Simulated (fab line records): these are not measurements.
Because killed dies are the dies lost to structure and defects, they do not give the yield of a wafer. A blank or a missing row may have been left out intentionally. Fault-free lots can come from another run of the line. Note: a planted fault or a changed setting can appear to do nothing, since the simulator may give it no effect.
Matching of chambers    flow n5_finfet    uv_cure-02 running N5_BEOL_M11_CURE_72: 3 sister chambers
The step cures SiCOH lowk, time 120 s. 6 wafers are shown with their chamber, then 11 later ones without.

## WAFERS, EACH WITH ITS CHAMBER
wafer   chamber  wafer_temp_C_max  lamp_power_pct (%)
L083.5  1        371.4             52.27
L084.2  2        373.1             52.35
L084.4  2        373.2             52.35
L087.4  0        371.6             52.39
L087.5  0        371.8             52.30
L092.1  1        371.7             52.24

## WAFERS MISSING THEIR CHAMBER
wafer   wafer_temp_C_max  lamp_power_pct (%)
L092.2  371.4             52.37
L092.6  372.0             52.31
L094.1  371.2             52.36
L094.5  371.8             52.26
L094.6  370.9             52.37
L095.1  371.5             52.28
L095.2  371.3             52.32
L095.4  370.9             52.34
L097.1  373.9             52.27
L097.3  373.4             52.27
L097.5  374.3             52.25

## EACH ONE'S CHAMBER
wafer   from the rows above      in truth
L092.2  can't be placed: 0 or 1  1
L092.6  can't be placed: 0 or 1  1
L094.1  can't be placed: 0 or 1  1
L094.5  can't be placed: 1 or 0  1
L094.6  can't be placed: 1 or 0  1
L095.1  can't be placed: 1 or 0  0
L095.2  can't be placed: 1 or 0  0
L095.4  can't be placed: 1 or 0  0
L097.1  2                        2
L097.3  2                        2
L097.5  2                        2
Correctly placed: 3 of 11. Cannot be placed on the basis of these rows: 8; the candidates contain the true chamber in 8. Wrongly placed: 0.
How it was worked out, from the rows above alone: a wafer's distance from a chamber is the root of the sum, over the readings, of the square of ((its reading less the chamber's mean) divided by the reading's scatter). If the next closest chamber is less than 2 further off than the closest, the wafer can't be placed; otherwise it belongs to the closest. Each chamber's mean is taken over the wafers shown for it. The scatter: the root of (the sum of the squares of (reading less its chamber's mean) over the shown wafers, divided by (wafers less chambers)).
